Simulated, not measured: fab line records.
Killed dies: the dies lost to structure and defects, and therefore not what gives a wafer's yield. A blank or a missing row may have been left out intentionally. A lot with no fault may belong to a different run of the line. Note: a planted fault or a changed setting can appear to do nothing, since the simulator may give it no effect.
Matching of chambers -- flow n5 finfet -- N5_GATE_CUT_CMP_23 on cmp-02: 4 sister chambers
The step polishes, stops on SiO2, t overpolish 23.4 s, target thk 16 nm. 8 wafers are shown with their chamber, then 11 later ones without.

WAFERS WITH THEIR CHAMBER
wafer,chamber,motor current A (A),time to endpoint s (s)
L082.3,0,9.5,19.8
L088.4,2,9.7,19.1
L088.5,3,8.4,21.7
L088.6,2,9.7,21.6
L091.2,0,9.7,16.3
L091.4,1,9.9,22.8
L091.6,1,9.7,20.2
L093.2,3,8.6,18.5

WAFERS WITH NO CHAMBER GIVEN
wafer,motor current A (A),time to endpoint s (s)
L093.4,9.9,20.1
L093.5,10.2,19.8
L095.2,8.2,18.6
L095.5,9.8,19.4
L095.6,10.2,25.2
L096.2,8.5,17.6
L096.4,10.0,18.3
L096.5,9.3,19.6
L097.3,10.1,16.1
L097.4,9.7,21.1
L097.5,8.8,17.7

EACH ONE'S CHAMBER
wafer,from the rows above,in truth
L093.4,can't be placed: 1 or 2 or 0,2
L093.5,can't be placed: 1 or 2 or 0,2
L095.2,3,3
L095.5,can't be placed: 2 or 1 or 0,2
L095.6,can't be placed: 1 or 2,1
L096.2,3,3
L096.4,can't be placed: 1 or 2 or 0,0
L096.5,can't be placed: 0 or 2 or 1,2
L097.3,can't be placed: 1 or 2 or 0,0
L097.4,can't be placed: 2 or 1 or 0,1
L097.5,3,3
3 of 11 placed correctly. Can't be placed from these rows: 8 (the true chamber is among the candidates in 8). Number placed wrongly: 0.
How it was worked out, from the rows above alone: a wafer's distance from a chamber is the root of the sum, over the readings, of the square of ((its reading less the chamber's mean) divided by the reading's scatter). The wafer belongs to the nearest chamber; if the next one is less than 2 further off, it can't be placed. A chamber's mean is the mean of its shown wafers. The scatter: take each reading less its chamber's mean, square it, sum over the shown wafers, divide by the number of wafers less the number of chambers, and take the root.
